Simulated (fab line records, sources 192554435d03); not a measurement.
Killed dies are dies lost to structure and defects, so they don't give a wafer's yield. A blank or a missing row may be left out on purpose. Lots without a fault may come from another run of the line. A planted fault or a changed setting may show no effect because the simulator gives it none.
fab line records | flow n5_finfet
record lots=4 wafers=11 last_day=17
route steps=1938 shown BEOL_M0_SAQP@669 BEOL_M4@1111 PASSIVATION@1936
lots that met no fault: from a run of the same line without faults
start_h: hours from the record's first day to the start of the lot's first wafer shown | wait_h: hours since the lot's step before | " the same as in the row above | L1.1+2: a row that stands for several wafers | - no value, or no start given | * or withheld: withheld | < > ~ a bound
route shown NAME@n: a module of which the file shows steps, and the number in the route of the first | usual: mean/standard deviation of fault-free wafers | same: alike in all rows | chamber/n: place in a boat | sites: the reading at each site | _std_site: their standard deviation | _edge_site: outer sites' mean less inner sites' | radius_mm: how far each site lies from the wafer's centre | mask NAME#n: copy n | behind: the tool/chamber that last shaped the wafer | hold: why the lot was held/for how many hours/how that ended | device: the transistor (n, p or np) that didn't switch | end of line: the same wafers' tests at the end of the route | a step without rows: its recipe alone | killed: dies lost to structure and defects at the first sort, not the wafer's yield | map: a wafer's dies, x killed, . not, _ none there
set.NAME: the setting as run; set.NAME@STEP: as run at that earlier step | model.NAME: the simulator's own value behind a step, which no gauge read
lots at some steps of the route; a table a step, a row a wafer
services: from which hour (start_h, from the record's first day; less than 0 if before it) a tool's chamber was out of use, for how many hours, and why
## steps
# step N5_BEOL_M0_SAQP_MANDREL_ETCH_103
# recipe chemistry=HBr/Cl2 target=a-Si target_depth_a=450 bt_time_s=10 stop_on=SiCN mask_material=SiO2 over_etch_frac=0.8 time_s=27 pressure_mtorr=10 icp_w=800 bias_w=75 HBr_flow_sccm=150 Cl2_flow_sccm=80 ends=end_point
# step N5_BEOL_M0_SAQP_RECESS_104
# recipe chemistry=HF/NH3 target=SiO2 target_depth_a=180 afs_cycles=3 temp_c=30 sublimation_temp_c=180 sublimation_time_s=60
# step N5_BEOL_M0_SAQP_COAT_105
# recipe resist=SOC temp_c=250 time_s=60 spin_rpm=1500 resist_thk_nm=100
# step N5_BEOL_M0_SAQP_ETCH_106
# recipe chemistry=N2/H2 target=SOC target_depth_a=1500 stop_on=SiNx ion_energy_ev=100 bias_w=61 pressure_mtorr=30 source_w=850 n2_flow_sccm=200 h2_flow_sccm=200
# step N5_BEOL_M0_SAQP_ETCH_107
# recipe chemistry=CH3F/O2 target=SiNx target_depth_a=300 mask_material=SOC pressure_mtorr=30 source_w=395 bias_w=73 Ar_flow_sccm=150 CH3F_flow_sccm=30 O2_flow_sccm=20 ion_energy_ev=120
# step N5_BEOL_M0_SAQP_STRIP_108
# recipe chemistry=N2/H2 power_w=500 temp_c=40 pressure_mtorr=50 rf_frequency_hz=6e+07 overash_fraction=0.3 bias_power_w=28 h2_frac=0.5 n2_flow_sccm=300 h2_flow_sccm=300
# step N5_BEOL_M0_SAQP_RECESS_109
# recipe chemistry=HF/NH3 target=SiO2 target_depth_a=30 afs_cycles=1 temp_c=30 sublimation_temp_c=180 sublimation_time_s=60
# step N5_BEOL_M0_SAQP_SPACER2_ALD_26
# recipe material=SiO2 target_thk_a=150 temp_c=300 ald_precursor_family=BDEAS ald_co_reactant=O2-plasma pulse_time_s=1 purge_time_s=2 co_reactant_purge_time_s=2 pressure_torr=2
# step N5_BEOL_M0_SAQP_SPACER2_ETCHBACK_27
# recipe chemistry=CHF3/O2 mode=anisotropic_etchback target=SiO2 target_depth_a=225 time_s=11.25 pressure_mtorr=30 source_w=650 bias_w=170 Ar_flow_sccm=200 CHF3_flow_sccm=50 O2_flow_sccm=5 ion_energy_ev=200
# step N5_BEOL_M0_SAQP_MANDREL2_REMOVE_110
# recipe chemistry=HBr/Cl2/O2 bt_time_s=10 target=a-Si stop_on=SiCN endpoint=OES-SiCl over_etch_frac=1 icp_w=600 bias_w=30 HBr_flow_sccm=150 Cl2_flow_sccm=80 O2_flow_sccm=5 pressure_mtorr=10
# step N5_BEOL_M0_SAQP_COAT_69
# recipe resist=SOC temp_c=250 time_s=60 spin_rpm=1500 resist_thk_nm=90
# step N5_BEOL_M0_SAQP_COAT_72
# recipe resist=SiARC temp_c=220 time_s=60 spin_rpm=1500 resist_thk_nm=15
# usual heater_power_total_W=427.4/2 spin_speed_rpm=1500.0/1
# same time_s=60
# columns lot.wafer tool chamber start_h wait_h heater_power_total_W spin_speed_rpm model.SiARC_of_BEOL_M0_SAQP_COAT_72.thk_nm
L169.2 litho_track-05 0 142.49 - 425.0 1500.5 14.8
L169.4 " 0 " " 427.3 1501.3 15
L169.5 " 0 " " 429.7 1500.0 15
L176.2 litho_track-05 0 177.16 - 426.8 1439.9 15.2
L176.3 " 0 " " 429.0 1439.7 15.2
L176.5 " 0 " " 429.8 1438.6 15.2
L179.3 litho_track-05 0 195.43 - 425.8 1441.5 15.4
L179.5 " 0 " " 425.6 1440.5 15.4
L179.6 " 0 " " 425.3 1441.8 15.4
L181.1 litho_track-02 0 204.71 - 425.2 1498.6 15.2
L181.5 " 0 " " 425.4 1498.5 15
# step N5_BEOL_M0_SAQP_COAT_87
# recipe resist=underlayer temp_c=205 time_s=60 spin_rpm=1500 resist_thk_nm=5
# step N5_BEOL_M0_SAQP_COAT_34
# recipe resist=CAR-EUV spin_rpm=1500 resist_thk_nm=30
# step N5_BEOL_M0_SAQP_EBR_36
# recipe solvent=PGMEA ebr_width_mm=1.5
# step N5_BEOL_M0_SAQP_SOFTBAKE_35
# recipe temp_c=110 time_s=60 resist=CAR-EUV
# step N5_BEOL_M0_SAQP_EXPOSE_37
# recipe mask_id=M0_CUT1 na=0.33 source_shape=annular sigma_inner=0.35 sigma_outer=0.8 polarization=unpolarized target_cd_nm=30 dose_mj=44.75
# step N5_BEOL_M0_SAQP_PEB_38
# recipe peb_temp_c=100 peb_time_s=60 resist=CAR-EUV
# step N5_BEOL_M0_SAQP_DEVELOP_39
# recipe develop_time_s=30 developer=TMAH resist=CAR-EUV rinse_liquid=surfactant_rinse dry=air_spin dev_temp_c=23
# step N5_BEOL_M0_SAQP_DESCUM_45
# recipe chemistry=O2 time_s=7 source_power_w=50 bias_power_w=20 pressure_mtorr=20 rf_frequency_hz=2.712e+07 temp_c=40 resist=CAR-EUV o2_flow_sccm=225
# step N5_BEOL_M0_SAQP_ETCH_88
# recipe chemistry=N2/H2 target=underlayer target_depth_a=65 time_s=5.2 ion_energy_ev=200 mask_material=CAR-EUV pressure_mtorr=30 source_w=840 bias_w=150 n2_flow_sccm=200 h2_flow_sccm=200 ends=cleared
# step N5_BEOL_M0_SAQP_ETCH_73
# recipe chemistry=CF4 target=SiARC target_depth_a=195 mask_material=CAR-EUV time_s=32.5 ion_energy_ev=80 pressure_mtorr=40 source_w=545 bias_w=36 Ar_flow_sccm=100 cf4_flow_sccm=100 ends=cleared
# usual drypump_motor_current_A=5.5/0.5 etch_rf_on_time_s=32.4/0.83 oes_product_au=0.70/0.077 rf_vpp_V=184.2/1.2 showerhead_plenum_p_Torr=2.14/0.076 throttle_valve_pct=15.61/0.2
# columns lot.wafer tool chamber start_h wait_h drypump_motor_current_A etch_rf_on_time_s oes_product_au rf_hours_counter_h rf_vpp_V showerhead_plenum_p_Torr throttle_valve_pct model.etch.depth_nm
L169.2 rie_diel-04 2 143.05 0.0 4.7 33.4 0.60 197 183.9 2.01 15.42 14.88
L169.4 " 1 " " 5.7 32.4 0.68 127 184.9 2.15 15.66 14.92
L169.5 " 2 " " 4.8 33.8 0.60 - 183.2 2.01 15.43 14.92
L176.2 rie_diel-03 3 177.83 0.0 6.2 33.0 0.72 49 183.0 2.10 15.66 15.26
L176.3 " 0 " " 5.0 32.6 0.80 23 186.8 2.27 15.34 15.27
L176.5 " 1 " " 5.6 32.2 0.62 - 185.0 2.13 15.89 15.25
L179.3 rie_diel-03 3 195.88 0.0 6.2 33.3 0.71 54 182.0 2.10 15.65 15.31
L179.5 " 2 " " 5.1 32.6 0.70 - 183.9 2.17 15.70 15.33
L179.6 " 3 " " 6.2 33.3 0.71 - 184.2 2.10 15.67 15.32
L181.1 rie_diel-01 2 205.27 0.0 5.4 33.9 0.76 30 183.6 2.08 15.28 15.13
L181.5 " 3 " " 5.6 31.1 0.81 - 184.6 2.21 15.30 15.08
# step N5_BEOL_M0_SAQP_CUT_ETCH_46
# recipe chemistry=N2/H2 target=SOC target_depth_a=1350 overetch_a=270 temp_c=40 time_s=202.5 ion_energy_ev=200 mask_material=SiARC pressure_mtorr=30 source_w=840 bias_w=150 n2_flow_sccm=200 h2_flow_sccm=200
# step N5_BEOL_M4_RC_MEAS_101
# usual DIBL_N=36.5/2.2 DIBL_P=36.9/2.9 IOFF_N=0.17/0.044 IOFF_P=0.22/0.052 ION_N=671/16 ION_P=461/10 SS_N=71.6/0.73 SS_P=73.5/0.79 VT_N=250/4.1 VT_P=-250/4.1
# columns lot.wafer tool chamber start_h wait_h DIBL_N[mV/V] DIBL_P[mV/V] IOFF_N[nA/um] IOFF_P[nA/um] ION_N[uA/um] ION_P[uA/um] SS_N[mV/dec] SS_P[mV/dec] VT_N[mV] VT_P[mV]
L169.2 prober-01 0 207.15 0.2 35.7 35.7 0.15 0.22 662 462 70.8 73.3 251 -251
L169.4 " 0 " " 37.2 37.0 0.17 0.24 678 467 71.6 73.2 250 -248
L169.5 " 0 " " 36.6 36.8 0.17 0.23 672 456 71.5 73.6 248 -251
L176.2 prober-02 0 252.93 0.2 39.9 42.9 0.25 0.29 687 461 72.6 75.1 242 -247
L176.3 " 0 " " 32.7 32.2 0.11 0.14 681 461 70.8 72.2 253 -256
L176.5 " 0 " " 36.3 38.0 0.16 0.20 672 455 71.3 74.1 249 -251
L179.3 prober-02 0 266.20 0.5 40.5 42.5 0.27 0.32 706 478 72.1 74.8 240 -245
L179.5 " 0 " " 35.2 33.9 0.14 0.17 676 462 71.5 72.1 252 -254
L179.6 " 0 " " 36.8 37.8 0.18 0.23 692 468 71.5 73.2 247 -252
L181.1 prober-01 0 291.19 0.3 37.5 39.0 0.21 0.25 686 475 72.1 73.5 248 -248
L181.5 " 0 " " 35.6 36.9 0.16 0.21 665 455 71.7 73.2 249 -250
# step N5_PASSIVATION_PROBE_49
# usual defect_limited_yield=91.3/1.4 killed_at_M0_to_M3=36/10 killed_at_M4_up=13/5.4 killed_at_contacts=12/5.3 killed_at_front_end=39/10 killed_at_other=3.2/2.7 killed_dies=103/16 killed_open=68/13 killed_short=33/6.6 sort_bin_4_leakage=0.01/0.031 sort_bin_5_function=5.1/0.92 sort_bin_6_memory=3.3/0.68 sort_n_pass=1077/17 sort_yield_pct=91.2/1.4
# same gross_dies=1180 killed_at_back_side=0 sort_bin_8_speed[%]=0
# columns lot.wafer tool chamber start_h wait_h defect_limited_yield[%] killed_at_M0_to_M3 killed_at_M4_up killed_at_contacts killed_at_front_end killed_at_other killed_dies killed_open killed_short sort_bin_4_leakage[%] sort_bin_5_function[%] sort_bin_6_memory[%] sort_n_pass sort_yield_pct[%]
L176.2 prober-01 - 351.64 0.1 90.9 30 15 17 43 2 107 68 37 0 6.1 2.6 1073 90.9
L176.3 prober-01 - 351.69 0.1 92.1 29 19 9 30 6 93 57 33 0 3.8 3.6 1087 92.1
L176.5 prober-01 - 351.79 0.2 91.5 37 15 22 25 1 100 66 32 0 5.1 3.3 1080 91.5
L181.1 prober-01 - 412.01 0.0 91.7 33 5 9 49 2 98 67 27 0 4.5 3.5 1082 91.7
L181.5 prober-01 - 412.21 0.2 89.4 39 9 14 52 11 125 73 52 0 6.0 3.9 1055 89.4
# killed by level:class
L176.2 MOL_CONTACT_COAG:geometric_particle:open=11 FIN_SAQP:geometric_particle:short=9 FIN_SAQP:geometric_particle:open=9 BEOL_M2:geometric_particle:open=9 STI_FIN_REVEAL:geometric_particle:open=6 MOL_CONTACT_COAG:geometric_particle:short=6 BEOL_M0:geometric_particle:open=5 BEOL_M0_SAQP:geometric_particle:open=5
L176.3 MOL_CONTACT_COAG:geometric_particle:open=8 BEOL_M2:geometric_particle:open=8 FIN_SAQP:geometric_particle:short=6 BEOL_M0_SAQP:geometric_particle:short=6 BEOL_M4:geometric_particle:open=5 FIN_SAQP:geometric_particle:open=4 STI_FIN_REVEAL:geometric_particle:open=4 BEOL_M0_SAQP:geometric_particle:open=4
L176.5 MOL_CONTACT_COAG:geometric_particle:open=18 BEOL_M0_SAQP:geometric_particle:short=9 BEOL_M0:geometric_particle:open=7 BEOL_M2:geometric_particle:open=7 DUMMY_GATE:geometric_particle:open=6 BEOL_M0_SAQP:geometric_particle:open=6 BEOL_M4:geometric_particle:open=6 FIN_SAQP:geometric_particle:open=5
L181.1 DUMMY_GATE:geometric_particle:open=13 BEOL_M3:geometric_particle:open=11 STI_FIN_REVEAL:geometric_particle:open=7 MOL_CONTACT_COAG:geometric_particle:open=6 BEOL_M2:geometric_particle:open=6 STARTING-WAFER:geometric_particle:short=6 FIN_SAQP:geometric_particle:open=5 BEOL_M1:geometric_particle:open=4
L181.5 DUMMY_GATE:geometric_particle:open=13 BEOL_M3:geometric_particle:short=10 MOL_CONTACT_COAG:geometric_particle:open=9 FIN_SAQP:geometric_particle:open=8 STI_FIN_REVEAL:geometric_particle:open=7 BEOL_M3:geometric_particle:open=7 GATE_CUT:geometric_particle:short=6 BEOL_M4:geometric_particle:short=6
## services
# columns tool chamber start_h hours kind
rie_diel-01 3 128.89 - clean
rie_diel-01 3 128.89 - consumable_replace:focus_ring
rie_diel-01 3 128.89 24.4 scheduled_down
rie_diel-01 3 128.89 24.4 vent_cycle
rie_diel-04 - 136.35 1.1 repair
rie_diel-04 0 152.81 8.1 repair
rie_diel-01 0 153.30 - clean
rie_diel-01 0 153.30 - consumable_replace:focus_ring
rie_diel-01 0 153.30 - consumable_replace:showerhead
rie_diel-01 0 153.30 29.5 scheduled_down
rie_diel-01 0 153.30 29.5 vent_cycle
rie_diel-04 - 167.56 0.5 repair
## key
first_sign step=N5_BEOL_M0_SAQP_COAT_72 reading=spin_speed_rpm direction=down sigmas=60 usual=* struck=*
effect none on later readings
model_effect step=N5_BEOL_M0_SAQP_COAT_72 value=SiARC_of_BEOL_M0_SAQP_COAT_72.thk_nm without=15 struck=15.3
model_effect step=N5_BEOL_M0_SAQP_ETCH_73 value=etch.depth_nm without=14.99 struck=15.29
met_at N5_BEOL_M0_SAQP_COAT_72
struck_wafers L176.2,L176.3,L176.5,L179.3,L179.5,L179.6
onset_between 142.49 177.16
fault kind=process_parameter_drift tool=litho_track-05 chamber=- onset_h=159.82 steps=N5_BEOL_M0_SAQP_COAT_72 channel=spin_rpm offset=* shape=step end_h=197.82 acts_in=* stated=*
